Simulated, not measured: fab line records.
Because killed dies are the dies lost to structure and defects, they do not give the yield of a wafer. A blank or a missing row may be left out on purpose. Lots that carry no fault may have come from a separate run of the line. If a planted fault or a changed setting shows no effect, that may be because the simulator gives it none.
Struck lot and sound lot, side by side	flow n5_finfet	17 steps out of a route of 1938
Sound: the wafers L431.1, L431.3, L431.6. Struck: wafer L437.6 (left out: L437.2, L437.5 of the same lot, which were not struck); the cause appears at the end.
Per side, at each step with rows, come the tool, then ch with its chambers, and then its first start. Under that, the readings that differ: sound wafers	struck wafers	difference of the means	sigmas: that difference in standard deviations of wafers without a fault.
alike: words and numbers the same on both sides, and readings whose means are apart by under 2 such deviations; not compared: readings that were withheld, readings missing a value for some wafer, numbers with overlapping values and no deviation given by the record, and bounds like >300 which may hide the same value.
The two part at a step that has a row with sigmas, a row that says differs or no value, or rows on one side only. Non-overlapping numbers with no deviation appear without sigmas and do not part them. A reading missing from all wafers of one side parts the sides only when that side holds two or more wafers.

N5_BEOL_M3_ANNEAL_95: time 240 s.
  sound: pvd_sputter-03 at day 9 20:01; struck: pvd_sputter-01 at day 11 07:38
  alike: heater_power_w
N5_BEOL_M3_SPUTTER_96: material Cu, target thk 4.5 nm, time 8.29 s.
  sound: pvd_sputter-03 at day 9 20:10; struck: pvd_sputter-01 at day 11 07:46
  alike: throttle_valve_pct
then, 1 step without rows for these wafers: N5_BEOL_M3_ECD_50 (material Cu, target thk 300 nm).
N5_BEOL_M3_ANNEAL_51: time 90 s.
  sound on rtp_anneal-01 ch 0, day 9 20:21; struck on rtp_anneal-01 ch 0, day 11 08:01
  alike: wafer_temp_C_max
then, 1 step without rows for these wafers: N5_BEOL_M3_CMP_52 (polishes, stops on SiOC, t overpolish 6.8 s, target thk 40 nm).
N5_BEOL_M3_THK_MEAS_53: measures by xrf.
  sound: film_metro-02 at day 9 20:56; struck: film_metro-02 at day 11 08:44
  alike: M3_THK
N5_BEOL_M3_PRE_CLEAN_60: time 15 s.
  sound on cvd_co-02 ch 0,1,2, day 9 20:59; struck on cvd_co-01 ch 1, day 11 08:46
  alike: heater_power_outer_w, heater_power_w
then, 2 steps without rows for these wafers: N5_BEOL_M3_CO_CAP_55 (material Co, precursor CCTBA/H2, target thk 2 nm, time 102.1 s); N5_BEOL_M3_PRE_CLEAN_56 (time 15 s).
N5_BEOL_M3_DEP_57: deposits SiCN from 3MS/NH3, target thk 8 nm, time 14 s.
  sound on pecvd-01 ch 0,1, day 9 21:08; struck on pecvd-01 ch 2, day 11 08:56
reading	sound	struck	difference	sigmas
showerhead_plenum_p_Torr (Torr)	3.661 3.671 3.683	3.642	-0.030	-2
  alike: chamber_pressure_Torr, throttle_valve_pct
N5_BEOL_M3_RS_MEAS_58: a four-point-probe measurement.
  sound: film_metro-02 at day 9 21:12; struck: film_metro-02 at day 11 09:02
  alike: M3_RS
N5_BEOL_M3_INSPECT_59: inspects for defects (darkfield).
  sound: defect_inspect-02 at day 9 21:14; struck: defect_inspect-01 at day 11 09:03
  alike: raw_defect_count
N5_BEOL_M4_ILD_DEP_00: deposits SiOC from DEMS/O2, target thk 79 nm, time 15.3 s.
  sound on pecvd-03 ch 0,1, day 9 21:16; struck on pecvd-03 ch 1, day 11 09:05
  alike: chamber_pressure_Torr, heater_power_outer_w, heater_power_w, showerhead_plenum_p_Torr, throttle_valve_pct
N5_BEOL_M4_THK_MEAS_01:
  sound: film_metro-02 at day 9 21:20; struck: film_metro-02 at day 11 09:10
reading	sound	struck	difference	sigmas
M4_ILD_THK (nm)	78.8 79.3 80.0	63.5	-15.9	-14
then, 1 step without rows for these wafers: N5_BEOL_M4_PECVD_72 (deposits SiO2 from TEOS/O2, target thk 16 nm, time 18 s).
N5_BEOL_M4_RC_MEAS_101:
  sound on prober-01 ch 0, day 10 07:45; struck on prober-01 ch 0, day 11 20:02
  alike: DIBL_N, DIBL_P, IOFF_N, IOFF_P, ION_N, ION_P, SS_N, SS_P, VT_N, VT_P
-- record jumps: 4 days separate the struck wafers' starts on either side; left off in module BEOL_M4, taken up again in module PASSIVATION, whose first shown step is the route's number 1936 --
N5_PASSIVATION_PROBE_49:
  the record has rows for the struck wafers here (prober-02, day 15 21:45) and none for the sound ones

== WHERE THEY PART ==
Last at N5_PASSIVATION_PROBE_49 as far as this record goes, first at N5_BEOL_M3_DEP_57.

WHY: what had been put in by the simulator
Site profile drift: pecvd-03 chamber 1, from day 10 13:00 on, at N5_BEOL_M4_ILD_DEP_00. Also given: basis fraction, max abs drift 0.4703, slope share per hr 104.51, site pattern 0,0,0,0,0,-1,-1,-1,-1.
